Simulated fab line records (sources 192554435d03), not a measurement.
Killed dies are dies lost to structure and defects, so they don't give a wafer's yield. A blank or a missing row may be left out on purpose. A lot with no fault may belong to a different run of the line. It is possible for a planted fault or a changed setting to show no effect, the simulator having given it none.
fab line records + flow n5-finfet
[record]
- lots = 6
- wafers = 18
- last-day = 18
route steps=1938 shown DUMMY_GATE@250 SPACER0@258 SD_EPI_N@262 BEOL_M4@1111 PASSIVATION@1936
lots untouched by any fault: they come from a run of this same line in which no faults occurred
start-h: the number of hours between the record's first day and the start of the first shown wafer of the lot + wait-h: time in hours since the lot's previous step + " repeats the value in the row above + L1.1+2: one row covering several wafers at once + - no value present, or no start provided + * or withheld: withheld + < > ~ a bound
route shown NAME@n: a module of which the file shows steps, and the number in the route of the first + usual: average and standard deviation across the fault-free wafers + same: alike in all rows + chamber/n: place in a boat + sites: readings site by site + _std_site: standard deviation across them + _edge_site: the outer-site mean with the inner-site mean subtracted + radius-mm: for every site, how far away it sits from the centre of the wafer + mask NAME#n: copy n + behind: the most recent tool/chamber to have shaped the wafer + hold: reason for holding the lot/hours on hold/outcome of the hold + device: transistor that didn't switch, given as n, p or np + end of line: the tests these same wafers got at the end of their route + a step without rows: its recipe alone + killed: at the first sort, the dies lost to defects and structure; wafer yield is something else + map: shows each die of a wafer: x if killed, . if not, _ if none is there
set.NAME: the run value of the setting; set.NAME@STEP: its run value at that earlier step + model.NAME: the simulator's own value behind a step, which no gauge read
lots at some steps of the route; a table a step, a row a wafer
services: the hour from which a tool's chamber was out of use, counted from the record's first day as start-h (under 0 if before that day), plus the number of hours and why
[[steps]]
[step N5_DUMMY_GATE_ETCH_42]
[recipe]
- chemistry = CHF3/O2
- target = SiO2
- target-depth-a = 35
- time-s = 31
- ion-energy-ev = 30
- bias-w = 12
- pressure-mtorr = 30
- source-w = 600
- Ar_flow_sccm = 200
- CHF3_flow_sccm = 50
- O2_flow_sccm = 5
[usual]
- drypump-motor-current-A = 5.9/0.38
- oes-product-au = 0.79/0.1
- rf-vpp-V = 42.5/0.97
- showerhead-plenum-p-Torr = 2.40/0.08
- throttle-valve-pct = 18.83/0.23
| lot.wafer | tool        | chamber | start-h | wait-h | drypump-motor-current-A | oes-product-au | rf-hours-counter-h | rf-vpp-V | showerhead-plenum-p-Torr | throttle-valve-pct |
|-----------|-------------|---------|---------|--------|-------------------------|----------------|--------------------|----------|--------------------------|--------------------|
| L501.2    | rie-diel-02 | 3       | 51.40   | 0.0    | 5.9                     | 0.69           | 247                | 42.9     | 2.48                     | 19.15              |
| L501.3    | "           | 1       | "       | "      | 5.9                     | 0.79           | 103                | 43.5     | 2.43                     | 18.91              |
| L501.4    | "           | 3       | "       | "      | 5.9                     | 0.68           | -                  | 40.7     | 2.48                     | 19.12              |
| L510.3    | rie-diel-06 | 2       | 101.51  | 0.0    | 5.9                     | 0.76           | 109                | 41.9     | 2.51                     | 18.42              |
| L510.5    | "           | 1       | "       | "      | 5.9                     | 0.70           | -                  | 42.6     | 2.28                     | 18.92              |
| L510.6    | "           | 2       | "       | "      | 5.9                     | 0.76           | -                  | 43.1     | 2.51                     | 18.40              |
| L516.1    | rie-diel-02 | 3       | 140.60  | 0.0    | 5.9                     | 0.91           | 23                 | 40.4     | 2.47                     | 18.72              |
| L516.5    | "           | 1       | "       | "      | 5.9                     | 0.75           | -                  | 42.7     | 2.41                     | 18.97              |
| L516.6    | "           | 0       | "       | "      | 6.5                     | 0.70           | -                  | 42.3     | 2.30                     | 18.93              |
| L517.2    | rie-diel-06 | 2       | 142.61  | 0.1    | 5.9                     | 0.75           | 122                | 42.2     | 2.51                     | 18.44              |
| L517.3    | "           | 1       | "       | "      | 5.9                     | 0.69           | 240                | 41.9     | 2.27                     | 18.95              |
| L517.6    | "           | 0       | "       | "      | 5.8                     | 0.93           | -                  | 45.0     | 2.47                     | 18.40              |
| L523.1    | rie-diel-02 | 3       | 178.75  | 0.0    | 5.9                     | 0.89           | 35                 | 43.3     | 2.47                     | 18.71              |
| L523.5    | "           | 0       | "       | "      | 6.5                     | 0.71           | -                  | 41.6     | 2.29                     | 18.95              |
| L523.6    | "           | 3       | "       | "      | 5.9                     | 0.89           | -                  | 40.6     | 2.47                     | 18.73              |
| L524.1    | rie-diel-02 | 2       | 187.52  | 0.0    | 5.3                     | 0.90           | 26                 | 42.1     | 2.46                     | 18.70              |
| L524.3    | "           | 0       | "       | "      | 6.5                     | 0.69           | 226                | 42.6     | 2.29                     | 18.96              |
| L524.6    | "           | 2       | "       | "      | 5.2                     | 0.91           | -                  | 41.8     | 2.46                     | 18.69              |
[step N5_DUMMY_GATE_STRIP_48]
[recipe]
- chemistry = N2/H2
- time-s = 20
- power-w = 100
- temp-c = 40
- pressure-mtorr = 100
- rf-frequency-hz = 6e+07
- bias-power-w = 3
- n2-flow-sccm = 300
- h2-flow-sccm = 300
[usual]
- drypump-motor-current-A = 5.9/0.38
- n2-flow-sccm = 300.0/0.85
- oes-product-au = 0.79/0.1
- rf-vpp-V = 45.4/0.82
- showerhead-plenum-p-Torr = 3.36/0.11
- throttle-valve-pct = 12.28/0.28
| lot.wafer | tool        | chamber | start-h | wait-h | drypump-motor-current-A | n2-flow-sccm | oes-product-au | rf-hours-counter-h | rf-vpp-V | showerhead-plenum-p-Torr | throttle-valve-pct |
|-----------|-------------|---------|---------|--------|-------------------------|--------------|----------------|--------------------|----------|--------------------------|--------------------|
| L501.2    | rie-diel-02 | 3       | 51.45   | 0.0    | 5.9                     | 300.2        | 0.69           | 247                | 46.1     | 3.47                     | 12.60              |
| L501.3    | "           | 1       | "       | "      | 5.9                     | 299.0        | 0.80           | 103                | 44.3     | 3.40                     | 12.37              |
| L501.4    | "           | 3       | "       | "      | 5.9                     | 300.1        | 0.69           | -                  | 47.9     | 3.47                     | 12.61              |
| L510.3    | rie-diel-06 | 2       | 101.56  | 0.0    | 5.9                     | 299.3        | 0.76           | 109                | 45.4     | 3.54                     | 11.98              |
| L510.5    | "           | 1       | "       | "      | 5.9                     | 298.6        | 0.69           | -                  | 44.2     | 3.19                     | 12.49              |
| L510.6    | "           | 2       | "       | "      | 6.0                     | 301.3        | 0.78           | -                  | 45.4     | 3.54                     | 11.95              |
| L516.1    | rie-diel-02 | 3       | 140.65  | 0.0    | 5.9                     | 300.8        | 0.93           | 23                 | 45.7     | 3.45                     | 12.01              |
| L516.5    | "           | 1       | "       | "      | 5.9                     | 299.4        | 0.75           | -                  | 45.0     | 3.38                     | 12.45              |
| L516.6    | "           | 0       | "       | "      | 6.5                     | 300.9        | 0.71           | -                  | 44.9     | 3.20                     | 12.45              |
| L517.2    | rie-diel-06 | 2       | 142.66  | 0.0    | 5.9                     | 300.8        | 0.76           | 122                | 46.5     | 3.53                     | 12.00              |
| L517.3    | "           | 1       | "       | "      | 5.9                     | 300.2        | 0.68           | 240                | 43.7     | 3.19                     | 12.50              |
| L517.6    | "           | 0       | "       | "      | 5.8                     | 299.5        | 0.93           | -                  | 45.8     | 3.44                     | 11.67              |
| L523.1    | rie-diel-02 | 3       | 178.80  | 0.0    | 5.9                     | 300.8        | 0.90           | 35                 | 45.0     | 3.45                     | 12.05              |
| L523.5    | "           | 0       | "       | "      | 6.6                     | 299.7        | 0.71           | -                  | 43.9     | 3.19                     | 12.46              |
| L523.6    | "           | 3       | "       | "      | 5.9                     | 300.3        | 0.90           | -                  | 44.7     | 3.45                     | 12.03              |
| L524.1    | rie-diel-02 | 2       | 187.57  | 0.0    | 5.2                     | 301.1        | 0.92           | 26                 | 45.6     | 3.45                     | 12.06              |
| L524.3    | "           | 0       | "       | "      | 6.5                     | 300.8        | 0.69           | 226                | 44.7     | 3.19                     | 12.48              |
| L524.6    | "           | 2       | "       | "      | 5.3                     | 300.1        | 0.92           | -                  | 46.2     | 3.45                     | 12.08              |
[step N5_DUMMY_GATE_PRECLEAN_33]
[recipe]
- chemistry = dHF
- time-s = 10
- dilution = 750:1
- temp-c = 25
[step N5_DUMMY_GATE_PRECLEAN_25]
[recipe]
- chemistry = O3/DIW
- time-s = 45
- temp-c = 22
- o3-ppm = 10
[step N5_DUMMY_GATE_PRECLEAN_51]
[recipe]
- chemistry = SC2
- time-s = 45
- temp-c = 35
- mix = 1:1:50
[step N5_DUMMY_GATE_SRD_26]
[recipe]
- dry = ipa-marangoni
- time-s = 30
- temp-c = 23
- rinse-liquid = diw
[step N5_DUMMY_GATE_UV_OZONE_45]
[recipe]
- time-s = 120
- pressure-torr = 760
- temp-c = 25
[step N5_DUMMY_GATE_INSPECT_27]
[recipe]
- inspect-instrument = brightfield
- mode = aei
[usual]
- raw-defect-count = 309/81
| lot.wafer | tool              | chamber | start-h | wait-h | raw-defect-count |
|-----------|-------------------|---------|---------|--------|------------------|
| L501.2    | defect-inspect-02 | -       | 51.65   | 0.0    | 350              |
| L501.3    | "                 | -       | "       | "      | 285              |
| L501.4    | "                 | -       | "       | "      | 400              |
| L510.3    | defect-inspect-02 | -       | 101.75  | 0.0    | 358              |
| L510.5    | "                 | -       | "       | "      | 229              |
| L510.6    | "                 | -       | "       | "      | 208              |
| L516.1    | defect-inspect-02 | -       | 140.84  | 0.0    | 281              |
| L516.5    | "                 | -       | "       | "      | 323              |
| L516.6    | "                 | -       | "       | "      | 401              |
| L517.2    | defect-inspect-01 | -       | 142.84  | 0.0    | 234              |
| L517.3    | "                 | -       | "       | "      | 241              |
| L517.6    | "                 | -       | "       | "      | 167              |
| L523.1    | defect-inspect-02 | -       | 179.10  | 0.0    | 334              |
| L523.5    | "                 | -       | "       | "      | 431              |
| L523.6    | "                 | -       | "       | "      | 406              |
| L524.1    | defect-inspect-02 | -       | 187.77  | 0.0    | 249              |
| L524.3    | "                 | -       | "       | "      | 290              |
| L524.6    | "                 | -       | "       | "      | 260              |
[step N5_SPACER0_ALD_07]
[recipe]
- material = SiNx
- target-thk-a = 20
- temp-c = 400
- ald-precursor-family = SiH2I2
- ald-co-reactant = N2/H2-plasma
- pressure-torr = 2
[usual]
- heater-power-w = 844/88
| lot.wafer | tool       | chamber | start-h | wait-h | heater-power-w |
|-----------|------------|---------|---------|--------|----------------|
| L501.2    | ald-sin-03 | 1       | 51.68   | 0.0    | 884            |
| L501.3    | "          | 0       | "       | "      | 864            |
| L501.4    | "          | 2       | "       | "      | 731            |
| L510.3    | ald-sin-03 | 1       | 101.79  | 0.0    | 813            |
| L510.5    | "          | 1       | "       | "      | 792            |
| L510.6    | "          | 2       | "       | "      | 719            |
| L516.1    | ald-sin-03 | 3       | 140.88  | 0.0    | 836            |
| L516.5    | "          | 2       | "       | "      | 712            |
| L516.6    | "          | 1       | "       | "      | 794            |
| L517.2    | ald-sin-03 | 2       | 142.88  | 0.0    | 709            |
| L517.3    | "          | 3       | "       | "      | 845            |
| L517.6    | "          | 0       | "       | "      | 834            |
| L523.1    | ald-sin-04 | 0       | 179.65  | 0.5    | 948            |
| L523.5    | "          | 2       | "       | "      | 1018           |
| L523.6    | "          | 3       | "       | "      | 935            |
| L524.1    | ald-sin-04 | 2       | 187.80  | 0.0    | 1038           |
| L524.3    | "          | 1       | "       | "      | 840            |
| L524.6    | "          | 2       | "       | "      | 1040           |
[step N5_SPACER0_ALD_00]
[recipe]
- material = SiOCN
- target-thk-a = 35
- temp-c = 400
- ald-precursor-family = alkyl-aminosilane
- ald-co-reactant = O2/N2-plasma
- pulse-time-s = 3
- purge-time-s = 2
- co-reactant-purge-time-s = 2
- ald-cycles = 58
- pressure-torr = 2
[usual]
- heater-power-w = 846/90
- precursor-pulse-height-rel = 0.999/0.02
| lot.wafer | tool       | chamber | start-h | wait-h | heater-power-w | precursor-pulse-height-rel |
|-----------|------------|---------|---------|--------|----------------|----------------------------|
| L501.2    | ald-sin-03 | 1       | 51.83   | 0.1    | 844            | 0.977                      |
| L501.3    | "          | 0       | "       | "      | 868            | 0.973                      |
| L501.4    | "          | 2       | "       | "      | 749            | 1.016                      |
| L510.3    | ald-sin-03 | 1       | 101.94  | 0.1    | 829            | 0.990                      |
| L510.5    | "          | 1       | "       | "      | 792            | 1.002                      |
| L510.6    | "          | 2       | "       | "      | 722            | 1.025                      |
| L516.1    | ald-sin-03 | 3       | 141.03  | 0.1    | 856            | 1.018                      |
| L516.5    | "          | 2       | "       | "      | 741            | 1.004                      |
| L516.6    | "          | 1       | "       | "      | 811            | 0.986                      |
| L517.2    | ald-sin-03 | 2       | 143.03  | 0.1    | 704            | 0.976                      |
| L517.3    | "          | 3       | "       | "      | 846            | 1.017                      |
| L517.6    | "          | 0       | "       | "      | 828            | 1.011                      |
| L523.1    | ald-sin-04 | 0       | 179.80  | 0.1    | 964            | 0.973                      |
| L523.5    | "          | 2       | "       | "      | 1016           | 0.976                      |
| L523.6    | "          | 3       | "       | "      | 936            | 1.001                      |
| L524.1    | ald-sin-04 | 2       | 187.96  | 0.1    | 1045           | 0.990                      |
| L524.3    | "          | 1       | "       | "      | 853            | 1.015                      |
| L524.6    | "          | 2       | "       | "      | 1033           | 1.024                      |
[step N5_SPACER0_ALD_08]
[recipe]
- material = SiNx
- target-thk-a = 20
- temp-c = 400
- ald-precursor-family = SiH2I2
- ald-co-reactant = N2/H2-plasma
- pressure-torr = 2
[usual]
- heater-power-w = 845/86
| lot.wafer | tool       | chamber | start-h | wait-h | heater-power-w |
|-----------|------------|---------|---------|--------|----------------|
| L501.2    | ald-sin-03 | 1       | 52.09   | 0.1    | 882            |
| L501.3    | "          | 0       | "       | "      | 854            |
| L501.4    | "          | 2       | "       | "      | 726            |
| L510.3    | ald-sin-03 | 1       | 102.20  | 0.1    | 802            |
| L510.5    | "          | 1       | "       | "      | 798            |
| L510.6    | "          | 2       | "       | "      | 725            |
| L516.1    | ald-sin-03 | 3       | 141.29  | 0.1    | 840            |
| L516.5    | "          | 2       | "       | "      | 712            |
| L516.6    | "          | 1       | "       | "      | 794            |
| L517.2    | ald-sin-03 | 2       | 143.29  | 0.1    | 704            |
| L517.3    | "          | 3       | "       | "      | 852            |
| L517.6    | "          | 0       | "       | "      | 819            |
| L523.1    | ald-sin-04 | 0       | 180.06  | 0.1    | 958            |
| L523.5    | "          | 2       | "       | "      | 1028           |
| L523.6    | "          | 3       | "       | "      | 931            |
| L524.1    | ald-sin-04 | 2       | 188.21  | 0.1    | 1029           |
| L524.3    | "          | 1       | "       | "      | 873            |
| L524.6    | "          | 2       | "       | "      | 1067           |
[step N5_SPACER0_INSPECT_04]
[recipe]
- inspect-instrument = darkfield
- mode = post-dep
[usual]
- raw-defect-count = 141/32
| lot.wafer | tool              | chamber | start-h | wait-h | raw-defect-count |
|-----------|-------------------|---------|---------|--------|------------------|
| L501.2    | defect-inspect-02 | -       | 52.43   | 0.3    | 145              |
| L501.3    | "                 | -       | "       | "      | 156              |
| L501.4    | "                 | -       | "       | "      | 207              |
| L510.3    | defect-inspect-02 | -       | 102.36  | 0.1    | 164              |
| L510.5    | "                 | -       | "       | "      | 134              |
| L510.6    | "                 | -       | "       | "      | 127              |
| L516.1    | defect-inspect-02 | -       | 141.44  | 0.1    | 131              |
| L516.5    | "                 | -       | "       | "      | 131              |
| L516.6    | "                 | -       | "       | "      | 168              |
| L517.2    | defect-inspect-01 | -       | 143.45  | 0.1    | 115              |
| L517.3    | "                 | -       | "       | "      | 106              |
| L517.6    | "                 | -       | "       | "      | 95               |
| L523.1    | defect-inspect-01 | -       | 180.22  | 0.1    | 139              |
| L523.5    | "                 | -       | "       | "      | 146              |
| L523.6    | "                 | -       | "       | "      | 156              |
| L524.1    | defect-inspect-01 | -       | 188.37  | 0.1    | 114              |
| L524.3    | "                 | -       | "       | "      | 121              |
| L524.6    | "                 | -       | "       | "      | 120              |
[step N5_SD_EPI_N_COAT_32]
[recipe]
- resist = SOC
- temp-c = 250
- time-s = 60
- spin-rpm = 1500
- resist-thk-nm = 350
[usual]
- exhaust-pa = 45.0/0.8
- heater-power-total-W = 500.6/1.8
- run-length-s = 66.01/0.13
| lot.wafer | tool           | chamber | start-h | wait-h | exhaust-pa | heater-power-total-W | run-length-s |
|-----------|----------------|---------|---------|--------|------------|----------------------|--------------|
| L501.2    | litho-track-03 | 0       | 52.47   | 0.0    | 44.1       | 501.8                | 66.04        |
| L501.3    | "              | 0       | "       | "      | 44.4       | 502.0                | 66.13        |
| L501.4    | "              | 0       | "       | "      | 45.0       | 501.7                | 65.93        |
| L510.3    | litho-track-02 | 0       | 102.39  | 0.0    | 43.9       | 501.5                | 65.79        |
| L510.5    | "              | 0       | "       | "      | 45.5       | 503.2                | 65.87        |
| L510.6    | "              | 0       | "       | "      | 44.4       | 503.1                | 66.04        |
| L516.1    | litho-track-02 | 0       | 141.47  | 0.0    | 45.3       | 544.6                | 57.15        |
| L516.5    | "              | 0       | "       | "      | 44.0       | 502.0                | 65.88        |
| L516.6    | "              | 0       | "       | "      | 43.8       | 501.9                | 65.80        |
| L517.2    | litho-track-02 | 0       | 143.48  | 0.0    | 44.1       | 546.0                | 57.45        |
| L517.3    | "              | 0       | "       | "      | 45.3       | 545.4                | 57.27        |
| L517.6    | "              | 0       | "       | "      | 46.5       | 499.5                | 66.21        |
| L523.1    | litho-track-03 | 0       | 180.25  | 0.0    | 44.4       | 501.8                | 66.08        |
| L523.5    | "              | 0       | "       | "      | 44.6       | 501.6                | 66.10        |
| L523.6    | "              | 0       | "       | "      | 45.9       | 498.3                | 66.14        |
| L524.1    | litho-track-03 | 0       | 188.40  | 0.0    | 44.7       | 502.1                | 65.99        |
| L524.3    | "              | 0       | "       | "      | 43.7       | 500.6                | 65.95        |
| L524.6    | "              | 0       | "       | "      | 44.1       | 499.1                | 66.08        |
[step N5_SD_EPI_N_COAT_33]
[recipe]
- resist = SiARC
- temp-c = 220
- time-s = 60
- spin-rpm = 1500
- resist-thk-nm = 35
[step N5_BEOL_M4_RC_MEAS_101]
[usual]
- DIBL_N = 37.1/1.8
- DIBL_P = 37.2/2.1
- IOFF_N = 0.17/0.033
- IOFF_P = 0.22/0.037
- ION_N = 680/11
- ION_P = 464/7.7
- SS_N = 71.7/0.63
- SS_P = 73.6/0.67
- VT_N = 248.9/2.9
- VT_P = -251/3.6
| lot.wafer | tool      | chamber | start-h | wait-h | DIBL_N[mV/V] | DIBL_P[mV/V] | IOFF_N[nA/um] | IOFF_P[nA/um] | ION_N[uA/um] | ION_P[uA/um] | SS_N[mV/dec] | SS_P[mV/dec] | VT_N[mV] | VT_P[mV] |
|-----------|-----------|---------|---------|--------|--------------|--------------|---------------|---------------|--------------|--------------|--------------|--------------|----------|----------|
| L501.2    | prober-02 | 0       | 213.20  | 0.2    | 39.1         | 41.6         | 0.20          | 0.26          | 691          | 472          | 72.0         | 74.1         | 246.7    | -250     |
| L501.3    | "         | 0       | "       | "      | 36.6         | 37.8         | 0.16          | 0.21          | 693          | 482          | 71.2         | 73.6         | 249.9    | -250     |
| L501.4    | "         | 0       | "       | "      | 37.2         | 38.0         | 0.16          | 0.20          | 668          | 453          | 71.5         | 72.9         | 250.0    | -250     |
| L510.3    | prober-01 | 0       | 235.60  | 0.3    | 38.3         | 38.2         | 0.19          | 0.23          | 688          | 465          | 71.2         | 73.3         | 247.2    | -250     |
| L510.5    | "         | 0       | "       | "      | 38.8         | 38.0         | 0.21          | 0.23          | 690          | 465          | 72.1         | 73.5         | 249.8    | -250     |
| L510.6    | "         | 0       | "       | "      | 37.8         | 38.4         | 0.18          | 0.24          | 685          | 468          | 71.5         | 73.5         | 247.9    | -247     |
| L517.2    | prober-01 | 0       | 281.59  | 0.2    | 37.0         | 35.7         | 0.15          | 0.17          | 676          | 453          | 71.9         | 72.8         | 248.9    | -257     |
| L517.3    | "         | 0       | "       | "      | 37.7         | 37.1         | 0.18          | 0.19          | 687          | 459          | 71.1         | 73.3         | 247.4    | -254     |
| L517.6    | "         | 0       | "       | "      | 37.2         | 36.4         | 0.17          | 0.18          | 684          | 463          | 71.0         | 73.1         | 248.9    | -253     |
| L516.1    | prober-02 | 0       | 281.74  | 0.0    | 35.9         | 36.3         | 0.15          | 0.18          | 676          | 457          | 71.1         | 73.5         | 247.3    | -255     |
| L516.5    | "         | 0       | "       | "      | 34.2         | 34.2         | 0.12          | 0.15          | 661          | 451          | 71.8         | 72.7         | 253.1    | -257     |
| L516.6    | "         | 0       | "       | "      | 37.5         | 38.5         | 0.19          | 0.21          | 684          | 455          | 71.6         | 73.7         | 245.6    | -252     |
| L523.1    | prober-02 | 0       | 322.70  | 0.0    | 37.2         | 35.6         | 0.14          | 0.18          | 654          | 453          | 72.0         | 73.4         | 252.4    | -253     |
| L523.5    | "         | 0       | "       | "      | 37.6         | 37.6         | 0.15          | 0.21          | 672          | 462          | 71.8         | 73.4         | 248.3    | -249     |
| L523.6    | "         | 0       | "       | "      | 39.4         | 38.4         | 0.18          | 0.22          | 689          | 462          | 72.2         | 73.1         | 248.2    | -249     |
| L524.1    | prober-02 | 0       | 325.62  | 0.0    | 34.8         | 33.9         | 0.14          | 0.20          | 671          | 460          | 71.2         | 72.7         | 249.8    | -247     |
| L524.3    | "         | 0       | "       | "      | 37.9         | 36.6         | 0.20          | 0.23          | 695          | 469          | 72.3         | 73.9         | 245.1    | -246     |
| L524.6    | "         | 0       | "       | "      | 36.0         | 35.7         | 0.17          | 0.22          | 675          | 466          | 71.3         | 72.6         | 247.3    | -246     |
[step N5_PASSIVATION_PROBE_49]
[usual]
- defect-limited-yield = 91.7/1.5
- killed_at_M0_to_M3 = 32/10
- killed_at_M4_up = 14/5.3
- killed-at-contacts = 13/5.7
- killed-at-front-end = 37/10
- killed-at-other = 3.3/2.5
- killed-dies = 98/18
- killed-open = 65/13
- killed-short = 31/7.5
- sort_bin_5_function = 4.9/0.91
- sort_bin_6_memory = 3.1/0.71
- sort-n-pass = 1082/18
- sort-yield-pct = 91.7/1.5
[same]
- gross-dies = 1180
- killed-at-back-side = 0
- sort_bin_4_leakage[%] = 0
- sort_bin_8_speed[%] = 0
| lot.wafer | tool      | chamber | start-h | wait-h | defect-limited-yield[%] | killed_at_M0_to_M3 | killed_at_M4_up | killed-at-contacts | killed-at-front-end | killed-at-other | killed-dies | killed-open | killed-short | sort_bin_5_function[%] | sort_bin_6_memory[%] | sort-n-pass | sort-yield-pct[%] |
|-----------|-----------|---------|---------|--------|-------------------------|--------------------|-----------------|--------------------|---------------------|-----------------|-------------|-------------|--------------|------------------------|----------------------|-------------|-------------------|
| L510.3    | prober-01 | -       | 342.19  | 0.1    | 92.4                    | 34                 | 11              | 9                  | 34                  | 2               | 90          | 57          | 33           | 4.8                    | 2.6                  | 1090        | 92.4              |
| L510.5    | prober-01 | -       | 342.29  | 0.2    | 90.3                    | 62                 | 14              | 13                 | 24                  | 2               | 115         | 70          | 45           | 4.9                    | 4.6                  | 1065        | 90.3              |
| L510.6    | prober-01 | -       | 342.34  | 0.3    | 92.3                    | 27                 | 18              | 10                 | 35                  | 1               | 91          | 54          | 36           | 4.6                    | 2.9                  | 1089        | 92.3              |
| L517.2    | prober-01 | -       | 397.55  | 0.1    | 91.4                    | 37                 | 14              | 16                 | 33                  | 1               | 101         | 68          | 30           | 4.7                    | 3.6                  | 1079        | 91.4              |
| L523.6    | prober-02 | -       | 434.83  | 0.3    | 90.4                    | 34                 | 16              | 11                 | 45                  | 7               | 113         | 63          | 50           | 5.6                    | 3.7                  | 1067        | 90.4              |
// killed by level:class
L510.3 FIN_SAQP:geometric-particle:open=14 MOL_CONTACT_COAG:geometric-particle:open=9 BEOL_M0_SAQP:geometric-particle:short=7 BEOL_M0_SAQP:geometric-particle:open=6 BEOL_M3:geometric-particle:short=5 FIN_SAQP:geometric-particle:short=4 BEOL_M1:geometric-particle:open=4 BEOL_M2:geometric-particle:open=4
L510.5 BEOL_M0_SAQP:geometric-particle:short=17 BEOL_M0_SAQP:geometric-particle:open=17 MOL_CONTACT_COAG:geometric-particle:open=10 BEOL_M3:geometric-particle:short=9 STI_FIN_REVEAL:geometric-particle:open=7 BEOL_M2:geometric-particle:open=5 BEOL_M3:geometric-particle:open=5 BEOL_M4:geometric-particle:open=5
L510.6 FIN_SAQP:geometric-particle:short=11 FIN_SAQP:geometric-particle:open=9 MOL_CONTACT_COAG:geometric-particle:open=5 MOL_CONTACT_COAG:geometric-particle:short=5 BEOL_M0_SAQP:geometric-particle:open=5 BEOL_M1:geometric-particle:open=5 BEOL_M2:geometric-particle:open=5 BEOL_M3:geometric-particle:short=4
L517.2 MOL_CONTACT_COAG:geometric-particle:open=11 STI_FIN_REVEAL:geometric-particle:open=10 BEOL_M0_SAQP:geometric-particle:short=10 FIN_SAQP:geometric-particle:open=9 BEOL_M0_SAQP:geometric-particle:open=7 BEOL_M2:geometric-particle:open=6 BEOL_M3:geometric-particle:open=6 BEOL_M4:geometric-particle:open=6
L523.6 BEOL_M0_SAQP:geometric-particle:short=11 BEOL_M0_SAQP:geometric-particle:open=11 FIN_SAQP:geometric-particle:short=9 FIN_SAQP:geometric-particle:open=8 BEOL_M4:geometric-particle:open=8 GATE_CUT:geometric-particle:short=7 GATE_CUT:geometric-particle:open=6 MOL_CONTACT_COAG:geometric-particle:short=6
[[services]]
| tool        | chamber | start-h | hours | kind                          |
|-------------|---------|---------|-------|-------------------------------|
| ald-sin-04  | -       | 43.04   | 0.9   | repair                        |
| rie-diel-02 | 0       | 50.13   | 6.4   | repair                        |
| ald-sin-04  | 2       | 50.29   | 8.1   | repair                        |
| rie-diel-02 | 2       | 52.59   | 7.0   | repair                        |
| rie-diel-02 | 3       | 59.63   | -     | clean                         |
| rie-diel-02 | 3       | 59.63   | -     | consumable-replace:focus-ring |
| rie-diel-02 | 3       | 59.63   | 14.3  | scheduled-down                |
| rie-diel-02 | 3       | 59.63   | 14.3  | vent-cycle                    |
| rie-diel-02 | 2       | 73.95   | -     | clean                         |
| rie-diel-02 | 2       | 73.95   | -     | consumable-replace:focus-ring |
| rie-diel-02 | 2       | 73.95   | 23.0  | scheduled-down                |
| rie-diel-02 | 2       | 73.95   | 23.0  | vent-cycle                    |
| rie-diel-06 | -       | 75.17   | 0.9   | repair                        |
| ald-sin-03  | -       | 87.38   | 14.0  | pm                            |
| ald-sin-03  | 0       | 87.38   | 14.0  | vent-cycle                    |
| ald-sin-03  | 1       | 87.38   | 14.0  | vent-cycle                    |
| ald-sin-03  | 2       | 87.38   | 14.0  | vent-cycle                    |
| ald-sin-03  | 3       | 87.38   | 14.0  | vent-cycle                    |
| ald-sin-03  | 0       | 101.38  | -     | clean                         |
| ald-sin-03  | 1       | 101.38  | -     | clean                         |
| ald-sin-03  | 2       | 101.38  | -     | clean                         |
| ald-sin-03  | 3       | 101.38  | -     | clean                         |
| rie-diel-02 | 2       | 161.44  | 8.3   | repair                        |
| rie-diel-02 | 1       | 183.49  | 5.8   | repair                        |
[[key]]
[first-sign]
- step = N5_SD_EPI_N_COAT_32
- reading = run-length-s
- direction = down
- sigmas = 69
- usual = *
- struck = *
[effect]
- step = N5_SD_EPI_N_COAT_32
- reading = heater-power-total-W
- direction = up
- sigmas = 25
- usual = *
- struck = *
met-at N5_SD_EPI_N_COAT_32
struck-wafers L516.1,L517.2,L517.3
onset-between 102.39 141.47
[fault]
- kind = process-parameter-drift
- tool = litho-track-02
- chamber = -
- onset-h = 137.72
- steps = N5_SD_EPI_N_COAT_32
- channel = time-s
- offset = *
- shape = step
- end-h = 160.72
- scope = struck-wafers-only
- acts-in = *
- stated = *
